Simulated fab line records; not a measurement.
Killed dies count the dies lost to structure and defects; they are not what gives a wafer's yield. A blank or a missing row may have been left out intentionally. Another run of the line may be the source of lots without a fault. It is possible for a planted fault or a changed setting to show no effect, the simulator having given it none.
fab line records ; flow n5_finfet
[record] lots = 7; wafers = 39
route steps=1938 shown FIN_SAQP@130 MOL_CONTACT_COAG@559 BEOL_M2@879 BEOL_M9@1401 BEOL_M12@1602
start_h: hours from the record's first day to the start of the lot's first wafer shown ; wait_h: hours from the lot's prior step to this one ; " unchanged from the row above ; L1.1+2: one row covering several wafers at once ; - no value, or no start given ; * or withheld: withheld ; < > ~ a bound
route shown NAME@n: names a module that has steps shown in the file, with the first one's number in the route ; usual: the fault-free wafers' mean and standard deviation ; same: alike in all rows ; chamber/n: place in a boat ; sites: each site's reading ; _std_site: their standard deviation ; _edge_site: the outer-site mean with the inner-site mean subtracted ; radius_mm: for every site, how far away it sits from the centre of the wafer ; mask NAME#n: copy n ; behind: tool/chamber where the wafer was last shaped ; hold: cause of the lot's hold/its duration in hours/its outcome ; device: transistor that didn't switch, given as n, p or np ; end of line: the same wafers' tests at the end of the route ; a step without rows: its recipe alone ; killed: dies lost to structure and defects at the first sort, not the wafer's yield ; map: shows each die of a wafer: x if killed, . if not, _ if none is there
set.NAME: the setting the step ran with; set.NAME@STEP: the setting that earlier step ran with ; model.NAME: the simulator's own value behind a step, which no gauge read
one table per step and one row per wafer, for lots whose settings were changed on purpose
[[steps]]
[step N5_FIN_SAQP_ETCH_65]
[recipe] chemistry = CF4; target = SiO2; target_depth_a = 40; ion_energy_ev = 350; time_s = 4.4; pressure_mtorr = 10; icp_w = 800; bias_w = 400; cf4_flow_sccm = 80
lot.wafer;tool;chamber;start_h;wait_h;set.time_s;model.etch.depth_nm
L078.1;rie_si-05;3;49.66;0.1;4.4;4.218
L078.4;rie_si-05;1;49.66;0.1;4.4;4.281
L078.5;rie_si-05;0;49.66;0.1;4.4;4.137
L079.1;rie_si-03;1;53.77;0.1;5.808;5.278
L079.2;rie_si-03;0;53.77;0.1;5.808;5.29
L079.3;rie_si-03;2;53.77;0.1;5.808;5.093
L079.4;rie_si-03;3;53.77;0.1;4.4;3.951
L079.5;rie_si-03;3;53.77;0.1;4.4;3.944
L079.6;rie_si-03;2;53.77;0.1;4.4;3.854
L080.1;rie_si-05;0;60.67;0.1;4.4;4.102
L080.2;rie_si-05;1;60.67;0.1;4.4;4.271
L080.3;rie_si-05;2;60.67;0.1;4.4;3.937
L080.4;rie_si-05;3;60.67;0.1;4.4;4.125
L080.5;rie_si-05;0;60.67;0.1;4.4;4.079
L080.6;rie_si-05;1;60.67;0.1;4.4;4.234
L085.1;rie_si-02;0;90.58;0.1;4.4;4.096
L085.2;rie_si-02;1;90.58;0.1;4.4;4.106
L085.3;rie_si-02;2;90.58;0.1;4.4;4.028
L085.4;rie_si-02;3;90.58;0.1;6.658;6.125
L085.5;rie_si-02;0;90.58;0.1;6.658;6.178
L085.6;rie_si-02;1;90.58;0.1;6.658;6.241
L090.1;rie_si-05;2;121.70;0.1;2.359;2.089
L090.2;rie_si-05;3;121.70;0.1;4.4;4.217
L090.3;rie_si-05;1;121.70;0.1;4.4;4.228
L090.4;rie_si-05;1;121.70;0.1;4.4;4.207
L090.5;rie_si-05;3;121.70;0.1;2.359;2.29
L090.6;rie_si-05;2;121.70;0.1;2.359;2.087
L094.1;rie_si-05;3;144.82;0.1;2.556;2.481
L094.2;rie_si-05;1;144.82;0.1;4.4;4.256
L094.3;rie_si-05;0;144.82;0.1;2.556;2.392
L094.4;rie_si-05;2;144.82;0.1;2.556;2.268
L094.5;rie_si-05;1;144.82;0.1;4.4;4.219
L094.6;rie_si-05;0;144.82;0.1;4.4;4.102
L097.1;rie_si-02;1;165.04;0.1;6.558;6.099
L097.2;rie_si-02;3;165.04;0.1;6.558;6.083
L097.3;rie_si-02;0;165.04;0.1;4.4;4.14
L097.4;rie_si-02;2;165.04;0.1;4.4;3.944
L097.5;rie_si-02;0;165.04;0.1;4.4;4.146
L097.6;rie_si-02;3;165.04;0.1;6.558;6.078
[step N5_MOL_CONTACT_COAG_ALD_27]
[recipe] material = SiOC; target_thk_a = 170; temp_c = 400; ald_precursor_family = carbosiloxane; ald_co_reactant = H2-plasma; pulse_time_s = 1.5; time_s = 2720; purge_time_s = 2; co_reactant_purge_time_s = 2; ald_cycles = 340; pressure_torr = 2
lot.wafer;tool;chamber;start_h;wait_h;set.time_s;model.SiOC_of_MOL_CONTACT_COAG_ALD_27.thk_nm
L078.1+4+5;ald_sin-01;3,3,2;127.94;0.0;2720;17
L079.1;ald_sin-04;2;130.22;0.0;2720;17
L079.2+3+6;ald_sin-04;1,0,3;130.22;0.0;1552;9.8
L079.4+5;ald_sin-04;3,0;130.22;0.0;2720;17.2
L080.1+3+5;ald_sin-03;1,3,0;133.26;0.0;2720;17.2
L080.2+6;ald_sin-03;0,1;133.26;0.0;1189;7.6
L080.4;ald_sin-03;2;133.26;0.0;1189;7.4
L085.1+2+3+4+5+6;ald_sin-04;0,2,1,3,1,0;166.52;0.3;2720;17
L090.1+2+3+4+5+6;ald_sin-01;2,3,1,0,2,1;198.08;0.1;2720;17
L094.1+2+3+4+5+6;ald_sin-04;3,1,0,2,3,0;222.42;0.0;2720;17
L097.1+4;ald_sin-01;0,3;234.43;0.2;2720;16.8
L097.2+5;ald_sin-01;1;234.43;0.2;3863;17
L097.3;ald_sin-01;2;234.43;0.2;3863;16.8
L097.6;ald_sin-01;2;234.43;0.2;2720;17
[step N5_BEOL_M2_DESCUM_33]
[recipe] chemistry = O2; time_s = 7; source_power_w = 50; bias_power_w = 20; pressure_mtorr = 20; rf_frequency_hz = 2.712e+07; temp_c = 40; resist = CAR-EUV; o2_flow_sccm = 225
lot.wafer;tool;chamber;start_h;wait_h;set.time_s;model.CAR-EUV_of_BEOL_M2_COAT_22.thk_nm
L078.1+4+5;rie_diel-05;2,3,2;163.51;0.0;7;26
L079.1+2+3+4+5;rie_diel-05;1,3,2,0,1;163.71;0.0;7;26.2
L079.6;rie_diel-05;2;163.71;0.0;7;26
L080.1+3;rie_diel-05;0,1;169.96;0.1;7;26.2
L080.2+5;rie_diel-05;3,0;169.96;0.1;9.703;24.8
L080.4;rie_diel-05;2;169.96;0.1;9.703;24.6
L080.6;rie_diel-05;3;169.96;0.1;7;26
L085.1+2+3+5+6;rie_diel-03;0,3,2,2,3;210.88;0.0;7;26
L085.4;rie_diel-03;1;210.88;0.0;7;26.2
L090.1+2+6;rie_diel-01;2,1,3;239.92;0.1;7;26
L090.3+5;rie_diel-01;3,2;239.92;0.1;5.43;26.8
L090.4;rie_diel-01;0;239.92;0.1;5.43;26.6
L094.1+2+3+4+5+6;rie_diel-05;2,1,3,0,0,3;259.13;0.1;7;26
L097.1+2;rie_diel-01;0,3;275.84;0.3;7;25.8
L097.3+4+5+6;rie_diel-01;1,2,2,1;275.84;0.3;7;26
[step N5_BEOL_M2_ETCH_77]
[recipe] chemistry = N2/H2; target = underlayer; target_depth_a = 65; mask_material = CAR-EUV; time_s = 5.2; ion_energy_ev = 200; pressure_mtorr = 30; source_w = 840; bias_w = 150; n2_flow_sccm = 200; h2_flow_sccm = 200; ends = cleared
[step N5_BEOL_M2_ETCH_69]
[recipe] chemistry = CF4; target = SiARC; target_depth_a = 156; mask_material = CAR-EUV; time_s = 26; ion_energy_ev = 80; pressure_mtorr = 40; source_w = 545; bias_w = 36; Ar_flow_sccm = 100; cf4_flow_sccm = 100; ends = cleared
lot.wafer;tool;chamber;start_h;wait_h;set.time_s@BEOL_M2_DESCUM_33;model.CAR-EUV_of_BEOL_M2_COAT_22.thk_nm
L078.1+4;rie_diel-05;2,3;163.57;0.0;7;11
L078.5;rie_diel-05;2;163.57;0.0;7;11.2
L079.1+2+3+4+5+6;rie_diel-05;1,3,2,0,1,2;163.76;0.0;7;11.2
L080.1+6;rie_diel-05;0,3;170.01;0.0;7;11
L080.2+5;rie_diel-05;3,0;170.01;0.0;9.703;9.8
L080.3;rie_diel-05;1;170.01;0.0;7;11.2
L080.4;rie_diel-05;2;170.01;0.0;9.703;9.6
L085.1+3+4;rie_diel-03;0,2,1;210.93;0.0;7;11.2
L085.2+5+6;rie_diel-03;3,2,3;210.93;0.0;7;11
L090.1;rie_diel-01;2;239.97;0.0;7;11.2
L090.2+6;rie_diel-01;1,3;239.97;0.0;7;11
L090.3+4+5;rie_diel-01;3,0,2;239.97;0.0;5.43;11.8
L094.1+2+3+4+5+6;rie_diel-05;2,1,3,0,0,3;259.18;0.0;7;11
L097.1+2+3+4+5+6;rie_diel-01;0,3,1,2,2,1;275.89;0.0;7;11
[step N5_BEOL_M9_ILD_DEP_00]
[recipe] material = SiCOH_lowk; target_thk_a = 3085.1; temp_c = 300; precursor = DEMS/porogen; pressure_torr = 5; rf_w = 500; time_s = 58
lot.wafer;tool;chamber;start_h;wait_h;set.time_s;model.SiCOH_lowk_of_BEOL_M9_ILD_DEP_00.thk_nm
L079.1;pecvd-01;0;247.33;0.0;58;302
L079.2;pecvd-01;1;247.33;0.0;91.25;471.6
L079.3;pecvd-01;2;247.33;0.0;58;300.2
L079.4;pecvd-01;2;247.33;0.0;58;303.4
L079.5;pecvd-01;1;247.33;0.0;91.25;480
L079.6;pecvd-01;0;247.33;0.0;91.25;481.2
L078.1;pecvd-04;2;247.42;0.0;58;301.8
L078.4;pecvd-04;0;247.42;0.0;58;311.8
L078.5;pecvd-04;1;247.42;0.0;58;311
L080.1;pecvd-01;0;248.23;0.0;58;302.6
L080.2;pecvd-01;1;248.23;0.0;58;296.6
L080.3;pecvd-01;2;248.23;0.0;36.61;188.8
L080.4;pecvd-01;1;248.23;0.0;58;302.2
L080.5;pecvd-01;0;248.23;0.0;36.61;190.6
L080.6;pecvd-01;2;248.23;0.0;36.61;192.6
L085.1;pecvd-01;0;297.50;0.0;58;305.2
L085.2+4;pecvd-01;1;297.50;0.0;58;305.4
L085.3;pecvd-01;2;297.50;0.0;58;303.8
L085.5;pecvd-01;0;297.50;0.0;58;306
L085.6;pecvd-01;2;297.50;0.0;58;309.4
L090.1;pecvd-04;1;319.72;0.0;58;306.2
L090.2;pecvd-04;0;319.72;0.0;46.56;246.6
L090.3;pecvd-04;2;319.72;0.0;58;302.6
L090.4;pecvd-04;1;319.72;0.0;46.56;247.6
L090.5;pecvd-04;0;319.72;0.0;58;314.6
L090.6;pecvd-04;2;319.72;0.0;46.56;249.6
L094.1;pecvd-01;0;338.98;0.1;31.34;162.4
L094.2;pecvd-01;1;338.98;0.1;58;303
L094.3;pecvd-01;2;338.98;0.1;58;306.6
L094.4;pecvd-01;1;338.98;0.1;31.34;171.8
L094.5;pecvd-01;0;338.98;0.1;31.34;166.8
L094.6;pecvd-01;2;338.98;0.1;58;311.2
L097.1;pecvd-04;0;366.47;0.0;58;305.8
L097.2;pecvd-04;1;366.47;0.0;38.88;207.6
L097.3;pecvd-04;2;366.47;0.0;58;307
L097.4;pecvd-04;2;366.47;0.0;38.88;208.6
L097.5;pecvd-04;1;366.47;0.0;38.88;209.2
L097.6;pecvd-04;0;366.47;0.0;58;314.2
[step N5_BEOL_M9_CURE_71]
[recipe] temp_c = 385; time_s = 240; ambient = He/Ar; material = SiCOH_lowk
lot.wafer;tool;chamber;start_h;wait_h;set.time_s@BEOL_M9_ILD_DEP_00;model.SiCOH_lowk_of_BEOL_M9_ILD_DEP_00.thk_nm
L079.1;uv_cure-03;2;247.40;0.0;58;262.2
L079.2;uv_cure-03;2;247.40;0.0;91.25;413.4
L079.3;uv_cure-03;2;247.40;0.0;58;260.6
L079.4;uv_cure-03;2;247.40;0.0;58;263.6
L079.5;uv_cure-03;2;247.40;0.0;91.25;421
L079.6;uv_cure-03;2;247.40;0.0;91.25;422
L078.1;uv_cure-02;2;247.50;0.0;58;262
L078.4;uv_cure-02;2;247.50;0.0;58;271
L078.5;uv_cure-02;2;247.50;0.0;58;270.2
L080.1;uv_cure-03;2;248.31;0.0;58;262.6
L080.2;uv_cure-03;2;248.31;0.0;58;257.6
L080.3;uv_cure-03;2;248.31;0.0;36.61;162.8
L080.4;uv_cure-03;2;248.31;0.0;58;262.4
L080.5;uv_cure-03;2;248.31;0.0;36.61;164.4
L080.6;uv_cure-03;2;248.31;0.0;36.61;166.2
L085.1+4;uv_cure-01;2;297.58;0.0;58;265.2
L085.2;uv_cure-01;2;297.58;0.0;58;265.4
L085.3;uv_cure-01;2;297.58;0.0;58;263.8
L085.5;uv_cure-01;2;297.58;0.0;58;265.8
L085.6;uv_cure-01;2;297.58;0.0;58;268.8
L090.1;uv_cure-01;2;319.80;0.0;58;266
L090.2;uv_cure-01;2;319.80;0.0;46.56;213.6
L090.3;uv_cure-01;2;319.80;0.0;58;262.8
L090.4;uv_cure-01;2;319.80;0.0;46.56;214.4
L090.5;uv_cure-01;2;319.80;0.0;58;273.4
L090.6;uv_cure-01;2;319.80;0.0;46.56;216.2
L094.1;uv_cure-01;2;339.06;0.0;31.34;139.8
L094.2;uv_cure-01;2;339.06;0.0;58;263.2
L094.3;uv_cure-01;2;339.06;0.0;58;266.2
L094.4;uv_cure-01;2;339.06;0.0;31.34;148
L094.5;uv_cure-01;2;339.06;0.0;31.34;143.8
L094.6;uv_cure-01;2;339.06;0.0;58;270.4
L097.1;uv_cure-01;2;366.55;0.0;58;265.6
L097.2;uv_cure-01;2;366.55;0.0;38.88;179.4
L097.3;uv_cure-01;2;366.55;0.0;58;266.8
L097.4;uv_cure-01;2;366.55;0.0;38.88;180.2
L097.5;uv_cure-01;2;366.55;0.0;38.88;180.6
L097.6;uv_cure-01;2;366.55;0.0;58;273
[step N5_BEOL_M9_THK_MEAS_01]
[recipe] reads = SiCOH_lowk_of_BEOL_M9_ILD_DEP_00
[usual] M9_ILD_THK = 267/3.7
lot.wafer;tool;chamber;start_h;wait_h;set.time_s@BEOL_M9_ILD_DEP_00;M9_ILD_THK[nm]
L079.1;film_metro-02;-;247.92;0.4;58;262
L079.2;film_metro-02;-;247.92;0.4;91.25;414
L079.3;film_metro-02;-;247.92;0.4;58;261
L079.4;film_metro-02;-;247.92;0.4;58;263
L079.5;film_metro-02;-;247.92;0.4;91.25;421
L079.6;film_metro-02;-;247.92;0.4;91.25;422
L078.1;film_metro-02;-;248.01;0.4;58;262
L078.4;film_metro-02;-;248.01;0.4;58;271
L078.5;film_metro-02;-;248.01;0.4;58;270
L080.1;film_metro-02;-;248.82;0.4;58;263
L080.2;film_metro-02;-;248.82;0.4;58;258
L080.3;film_metro-02;-;248.82;0.4;36.61;163
L080.4;film_metro-02;-;248.82;0.4;58;263
L080.5;film_metro-02;-;248.82;0.4;36.61;164
L080.6;film_metro-02;-;248.82;0.4;36.61;166
L085.1;film_metro-01;-;298.09;0.4;58;265
L085.2;film_metro-01;-;298.09;0.4;58;265
L085.3;film_metro-01;-;298.09;0.4;58;264
L085.4;film_metro-01;-;298.09;0.4;58;265
L085.5;film_metro-01;-;298.09;0.4;58;266
L085.6;film_metro-01;-;298.09;0.4;58;269
L090.1;film_metro-02;-;320.31;0.4;58;266
L090.2;film_metro-02;-;320.31;0.4;46.56;214
L090.3;film_metro-02;-;320.31;0.4;58;263
L090.4;film_metro-02;-;320.31;0.4;46.56;214
L090.5;film_metro-02;-;320.31;0.4;58;273
L090.6;film_metro-02;-;320.31;0.4;46.56;216
L094.1;film_metro-02;-;339.57;0.4;31.34;140
L094.2;film_metro-02;-;339.57;0.4;58;263
L094.3;film_metro-02;-;339.57;0.4;58;266
L094.4;film_metro-02;-;339.57;0.4;31.34;148
L094.5;film_metro-02;-;339.57;0.4;31.34;144
L094.6;film_metro-02;-;339.57;0.4;58;271
L097.1;film_metro-01;-;367.54;0.8;58;265
L097.2;film_metro-01;-;367.54;0.8;38.88;179
L097.3;film_metro-01;-;367.54;0.8;58;267
L097.4;film_metro-01;-;367.54;0.8;38.88;180
L097.5;film_metro-01;-;367.54;0.8;38.88;181
L097.6;film_metro-01;-;367.54;0.8;58;273
[step N5_BEOL_M12_ILD_DEP_00]
[recipe] material = SiOC; target_thk_a = 6589.2; temp_c = 350; precursor = DEMS/O2; pressure_torr = 5; rf_w = 500; time_s = 130.7
lot.wafer;tool;chamber;start_h;wait_h;set.time_s;model.SiOC_of_BEOL_M12_ILD_DEP_00.thk_nm
L079.1;pecvd-01;1;274.83;0.0;130.7;649.2
L079.2;pecvd-01;2;274.83;0.0;130.7;657.6
L079.3;pecvd-01;0;274.83;0.0;130.7;664
L079.4;pecvd-01;1;274.83;0.0;65.08;332.2
L079.5;pecvd-01;0;274.83;0.0;65.08;329.8
L079.6;pecvd-01;2;274.83;0.0;65.08;333
L078.1;pecvd-02;1;275.37;0.0;130.7;660.4
L078.4;pecvd-02;2;275.37;0.0;130.7;659
L078.5;pecvd-02;0;275.37;0.0;130.7;657.2
L080.1;pecvd-01;0;275.71;0.0;130.7;657.8
L080.2;pecvd-01;2;275.71;0.0;154.6;776.6
L080.3;pecvd-01;1;275.71;0.0;154.6;771.2
L080.4;pecvd-01;0;275.71;0.0;154.6;779
L080.5;pecvd-01;1;275.71;0.0;130.7;661.8
L080.6;pecvd-01;2;275.71;0.0;130.7;667.6
L085.1;pecvd-02;0;322.72;0.0;130.7;650.8
L085.2;pecvd-02;2;322.72;0.0;191;958.4
L085.3;pecvd-02;1;322.72;0.0;191;961.2
L085.4;pecvd-02;1;322.72;0.0;130.7;663.4
L085.5;pecvd-02;2;322.72;0.0;191;971.8
L085.6;pecvd-02;0;322.72;0.0;130.7;658.4
L090.1;pecvd-01;1;342.63;0.0;174.4;870.8
L090.2;pecvd-01;0;342.63;0.0;130.7;653
L090.3;pecvd-01;2;342.63;0.0;174.4;864.2
L090.4;pecvd-01;2;342.63;0.0;174.4;877.4
L090.5;pecvd-01;1;342.63;0.0;130.7;663.2
L090.6;pecvd-01;0;342.63;0.0;130.7;664
L094.1;pecvd-03;0;364.10;0.0;189.2;962.8
L094.2;pecvd-03;1;364.10;0.0;189.2;951.8
L094.3;pecvd-03;2;364.10;0.0;130.7;652
L094.4;pecvd-03;1;364.10;0.0;130.7;677.8
L094.5;pecvd-03;0;364.10;0.0;189.2;973.6
L094.6;pecvd-03;2;364.10;0.0;130.7;662.4
L097.1;pecvd-03;1;392.08;0.0;130.7;679.4
L097.2;pecvd-03;2;392.08;0.0;130.7;664
L097.3;pecvd-03;0;392.08;0.0;130.7;669.2
L097.4;pecvd-03;0;392.08;0.0;130.7;691.4
L097.5;pecvd-03;2;392.08;0.0;130.7;668.6
L097.6;pecvd-03;1;392.08;0.0;130.7;680
[step N5_BEOL_M12_THK_MEAS_01]
[recipe] reads = SiOC_of_BEOL_M12_ILD_DEP_00
[usual] M12_ILD_THK = 659/9
lot.wafer;tool;chamber;start_h;wait_h;set.time_s@BEOL_M12_ILD_DEP_00;M12_ILD_THK[nm]
L079.1;film_metro-01;-;274.96;0.1;130.7;649
L079.2;film_metro-01;-;274.96;0.1;130.7;658
L079.3;film_metro-01;-;274.96;0.1;130.7;664
L079.4;film_metro-01;-;274.96;0.1;65.08;332
L079.5;film_metro-01;-;274.96;0.1;65.08;330
L079.6;film_metro-01;-;274.96;0.1;65.08;333
L078.1;film_metro-02;-;275.50;0.1;130.7;660
L078.4;film_metro-02;-;275.50;0.1;130.7;659
L078.5;film_metro-02;-;275.50;0.1;130.7;658
L080.1;film_metro-02;-;275.84;0.1;130.7;658
L080.2;film_metro-02;-;275.84;0.1;154.6;777
L080.3;film_metro-02;-;275.84;0.1;154.6;771
L080.4;film_metro-02;-;275.84;0.1;154.6;779
L080.5;film_metro-02;-;275.84;0.1;130.7;662
L080.6;film_metro-02;-;275.84;0.1;130.7;668
L085.1;film_metro-02;-;322.85;0.1;130.7;651
L085.2;film_metro-02;-;322.85;0.1;191;957
L085.3;film_metro-02;-;322.85;0.1;191;961
L085.4;film_metro-02;-;322.85;0.1;130.7;663
L085.5;film_metro-02;-;322.85;0.1;191;972
L085.6;film_metro-02;-;322.85;0.1;130.7;659
L090.1;film_metro-02;-;342.76;0.1;174.4;870
L090.2;film_metro-02;-;342.76;0.1;130.7;654
L090.3;film_metro-02;-;342.76;0.1;174.4;864
L090.4;film_metro-02;-;342.76;0.1;174.4;877
L090.5;film_metro-02;-;342.76;0.1;130.7;664
L090.6;film_metro-02;-;342.76;0.1;130.7;664
L094.1;film_metro-02;-;364.23;0.1;189.2;963
L094.2;film_metro-02;-;364.23;0.1;189.2;952
L094.3;film_metro-02;-;364.23;0.1;130.7;652
L094.4;film_metro-02;-;364.23;0.1;130.7;677
L094.5;film_metro-02;-;364.23;0.1;189.2;974
L094.6;film_metro-02;-;364.23;0.1;130.7;662
L097.1;film_metro-02;-;392.21;0.1;130.7;679
L097.2;film_metro-02;-;392.21;0.1;130.7;664
L097.3;film_metro-02;-;392.21;0.1;130.7;669
L097.4;film_metro-02;-;392.21;0.1;130.7;692
L097.5;film_metro-02;-;392.21;0.1;130.7;669
L097.6;film_metro-02;-;392.21;0.1;130.7;680
[step N5_BEOL_M12_COAT_58]
[recipe] resist = BARC; temp_c = 205; time_s = 60; spin_rpm = 1500; resist_thk_nm = 89
[step N5_BEOL_M12_COAT_04]
[recipe] spin_rpm = 1625; resist_thk_nm = 400
[step N5_BEOL_M12_DESCUM_15]
[recipe] chemistry = O2; time_s = 7.9; source_power_w = 50; bias_power_w = 20; pressure_mtorr = 20; rf_frequency_hz = 2.712e+07; temp_c = 40; o2_flow_sccm = 225
[step N5_BEOL_M12_ETCH_59]
[recipe] chemistry = N2/H2; target = BARC; target_depth_a = 890; overetch_a = 267; time_s = 67.9; ion_energy_ev = 200; pressure_mtorr = 30; source_w = 840; bias_w = 150; n2_flow_sccm = 200; h2_flow_sccm = 200
[step N5_BEOL_M12_VIA_ETCH_16]
[recipe] chemistry = C4F8/O2/Ar; target = SiOC; pressure_mtorr = 30; source_w = 3000; bias_w = 700; Ar_flow_sccm = 400; C4F8_flow_sccm = 15; O2_flow_sccm = 8; he_inner_torr = 15; he_outer_torr = 30; target_depth_a = 7248; time_s = withheld; ion_energy_ev = 250; ends = cleared
lot.wafer;tool;chamber;start_h;wait_h;set.time_s@BEOL_M12_ILD_DEP_00;model.etch.depth_nm;model.coat_of_BEOL_M12_COAT_04.thk_nm
L079.1;rie_diel-01;2;275.66;0.0;*;649.3;120.8
L079.2;rie_diel-01;1;275.66;0.0;*;657.5;127
L079.3;rie_diel-01;0;275.66;0.0;*;664;118.6
L079.4;rie_diel-01;3;275.66;0.0;*;332.2;218.4
L079.5;rie_diel-01;0;275.66;0.0;*;329.8;217.2
L079.6;rie_diel-01;3;275.66;0.0;*;333;218.6
L078.1;rie_diel-03;1;276.10;0.0;*;660.3;120.6
L078.4;rie_diel-03;2;276.10;0.0;*;659;122.4
L078.5;rie_diel-03;1;276.10;0.0;*;657.2;123.6
L080.1;rie_diel-01;3;276.32;0.0;*;657.8;122.4
L080.2;rie_diel-01;1;276.32;0.0;*;776.5;91
L080.3;rie_diel-01;2;276.32;0.0;*;771.3;87.4
L080.4;rie_diel-01;0;276.32;0.0;*;779.1;84.8
L080.5;rie_diel-01;0;276.32;0.0;*;661.8;119.6
L080.6;rie_diel-01;1;276.32;0.0;*;667.6;124
L085.1;rie_diel-01;2;323.48;0.0;*;650.9;124
L085.2;rie_diel-01;1;323.48;0.0;*;958.3;39
L085.3;rie_diel-01;3;323.48;0.0;*;961.1;35.4
L085.4;rie_diel-01;1;323.48;0.0;*;663.5;127.8
L085.5;rie_diel-01;3;323.48;0.0;*;971.8;31.2
L085.6;rie_diel-01;2;323.48;0.0;*;658.5;122
L090.1;rie_diel-03;0;343.24;0.0;*;870.7;59
L090.2;rie_diel-03;2;343.24;0.0;*;653;123.4
L090.3;rie_diel-03;3;343.24;0.0;*;864.2;57.4
L090.4;rie_diel-03;0;343.24;0.0;*;877.4;57.6
L090.5;rie_diel-03;3;343.24;0.0;*;663.1;116.8
L090.6;rie_diel-03;2;343.24;0.0;*;664.1;122
L094.1;rie_diel-05;1;365.67;0.0;*;962.8;33.6
L094.2;rie_diel-05;0;365.67;0.0;*;951.7;36
L094.3;rie_diel-05;3;365.67;0.0;*;652;120.6
L094.4;rie_diel-05;2;365.67;0.0;*;677.8;115
L094.5;rie_diel-05;2;365.67;0.0;*;973.5;27.8
L094.6;rie_diel-05;1;365.67;0.0;*;662.3;120.8
L097.1;rie_diel-03;2;392.82;0.0;*;679.3;118.8
L097.2;rie_diel-03;3;392.82;0.0;*;664;119.2
L097.3;rie_diel-03;1;392.82;0.0;*;669.2;119.2
L097.4;rie_diel-03;3;392.82;0.0;*;691.3;111.8
L097.5;rie_diel-03;2;392.82;0.0;*;668.7;122
L097.6;rie_diel-03;1;392.82;0.0;*;680.1;116.2
[step N5_BEOL_M12_STRIP_63]
[recipe] chemistry = N2/H2; power_w = 1000; temp_c = 250; h2_frac = 0.65; overash_fraction = 0.3; pressure_mtorr = 1000; n2_flow_sccm = 1750; h2_flow_sccm = 3250
[usual] oes_product_au = 0.692/0.0046; strip_time_to_endpoint_s = 42.2/0.92
lot.wafer;tool;chamber;start_h;wait_h;set.time_s@BEOL_M12_ILD_DEP_00;oes_product_au;strip_time_to_endpoint_s
L079.1;plasma_asher-02;1;275.86;-;130.7;0.695;41.9
L079.2;plasma_asher-02;0;275.86;-;130.7;0.692;43.5
L079.3;plasma_asher-02;0;275.86;-;130.7;0.695;41.3
L079.4;plasma_asher-02;1;275.86;-;65.08;0.818;67.4
L079.5;plasma_asher-02;0;275.86;-;65.08;0.808;67.0
L079.6;plasma_asher-02;1;275.86;-;65.08;0.824;67.4
L078.1;plasma_asher-01;1;276.30;-;130.7;0.697;41.8
L078.4;plasma_asher-01;0;276.30;-;130.7;0.700;42.3
L078.5;plasma_asher-01;0;276.30;-;130.7;0.695;42.6
L080.1;plasma_asher-01;1;276.52;-;130.7;0.693;42.3
L080.2;plasma_asher-01;0;276.52;-;154.6;0.680;33.7
L080.3;plasma_asher-01;1;276.52;-;154.6;0.676;32.7
L080.4;plasma_asher-01;0;276.52;-;154.6;0.675;32.0
L080.5;plasma_asher-01;0;276.52;-;130.7;0.690;41.6
L080.6;plasma_asher-01;1;276.52;-;130.7;0.692;42.7
L085.1;plasma_asher-01;0;323.68;-;130.7;0.695;42.7
L085.2;plasma_asher-01;1;323.68;-;191;0.669;18.1
L085.3;plasma_asher-01;1;323.68;-;191;0.650;16.9
L085.4;plasma_asher-01;0;323.68;-;130.7;0.691;43.8
L085.5;plasma_asher-01;1;323.68;-;191;0.641;15.4
L085.6;plasma_asher-01;0;323.68;-;130.7;0.690;42.2
L090.1;plasma_asher-02;1;343.44;-;174.4;0.668;24.4
L090.2;plasma_asher-02;0;343.44;-;130.7;0.694;42.6
L090.3;plasma_asher-02;1;343.44;-;174.4;0.661;23.9
L090.4;plasma_asher-02;0;343.44;-;174.4;0.664;24.0
L090.5;plasma_asher-02;0;343.44;-;130.7;0.692;40.8
L090.6;plasma_asher-02;1;343.44;-;130.7;0.693;42.2
L094.1;plasma_asher-02;0;365.87;-;189.2;0.649;16.3
L094.2;plasma_asher-02;1;365.87;-;189.2;0.649;17.1
L094.3;plasma_asher-02;1;365.87;-;130.7;0.690;41.9
L094.4;plasma_asher-02;0;365.87;-;130.7;0.687;40.3
L094.5;plasma_asher-02;1;365.87;-;189.2;0.638;14.3
L094.6;plasma_asher-02;0;365.87;-;130.7;0.689;41.9
L097.1;plasma_asher-02;1;393.02;-;130.7;0.680;41.4
L097.2;plasma_asher-02;0;393.02;-;130.7;0.693;41.5
L097.3;plasma_asher-02;1;393.02;-;130.7;0.691;41.4
L097.4;plasma_asher-02;0;393.02;-;130.7;0.688;39.5
L097.5;plasma_asher-02;0;393.02;-;130.7;0.693;42.2
L097.6;plasma_asher-02;1;393.02;-;130.7;0.682;40.7
[[key]]
[split] step = N5_FIN_SAQP_ETCH_65; setting = time_s; stated = 4.4; by = wafer
[response] step = N5_FIN_SAQP_ETCH_65; reading = model.etch.depth_nm; change = +0.0421; per = 1%; r = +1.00
[split] step = N5_MOL_CONTACT_COAG_ALD_27; setting = time_s; stated = 2720; by = wafer
[response] step = N5_MOL_CONTACT_COAG_ALD_27; reading = model.SiOC_of_MOL_CONTACT_COAG_ALD_27.thk_nm; shape = bent; at_lowest = 7.533; at_stated = 17.02; at_highest = 16.93
[split] step = N5_BEOL_M2_DESCUM_33; setting = time_s; stated = 7; by = wafer
[response] step = N5_BEOL_M2_DESCUM_33; reading = model.CAR-EUV_of_BEOL_M2_COAT_22.thk_nm; change = -0.0354; per = 1%; r = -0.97
[response] step = N5_BEOL_M2_ETCH_69; reading = model.CAR-EUV_of_BEOL_M2_COAT_22.thk_nm; change = -0.0341; per = 1%; r = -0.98
[split] step = N5_BEOL_M9_ILD_DEP_00; setting = time_s; stated = 58; by = wafer
[response] step = N5_BEOL_M9_ILD_DEP_00; reading = model.SiCOH_lowk_of_BEOL_M9_ILD_DEP_00.thk_nm; change = +3.04; per = 1%; r = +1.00
[response] step = N5_BEOL_M9_CURE_71; reading = model.SiCOH_lowk_of_BEOL_M9_ILD_DEP_00.thk_nm; change = +2.69; per = 1%; r = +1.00
[response] step = N5_BEOL_M9_THK_MEAS_01; reading = M9_ILD_THK; change = +2.69; per = 1%; r = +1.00
[split] step = N5_BEOL_M12_ILD_DEP_00; setting = time_s; stated = 130.7; by = wafer
[response] step = N5_BEOL_M12_ILD_DEP_00; reading = model.SiOC_of_BEOL_M12_ILD_DEP_00.thk_nm; change = +6.53; per = 1%; r = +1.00
[response] step = N5_BEOL_M12_THK_MEAS_01; reading = M12_ILD_THK; change = +6.53; per = 1%; r = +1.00
[response] step = N5_BEOL_M12_VIA_ETCH_16; reading = model.etch.depth_nm; change = +6.53; per = 1%; r = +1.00
[response] step = N5_BEOL_M12_VIA_ETCH_16; reading = model.coat_of_BEOL_M12_COAT_04.thk_nm; change = -1.92; per = 1%; r = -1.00
[response] step = N5_BEOL_M12_STRIP_63; reading = oes_product_au; shape = bent; at_lowest = 0.817; at_stated = 0.692; at_highest = 0.653
[response] step = N5_BEOL_M12_STRIP_63; reading = strip_time_to_endpoint_s; change = *; per = 1%; r = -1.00
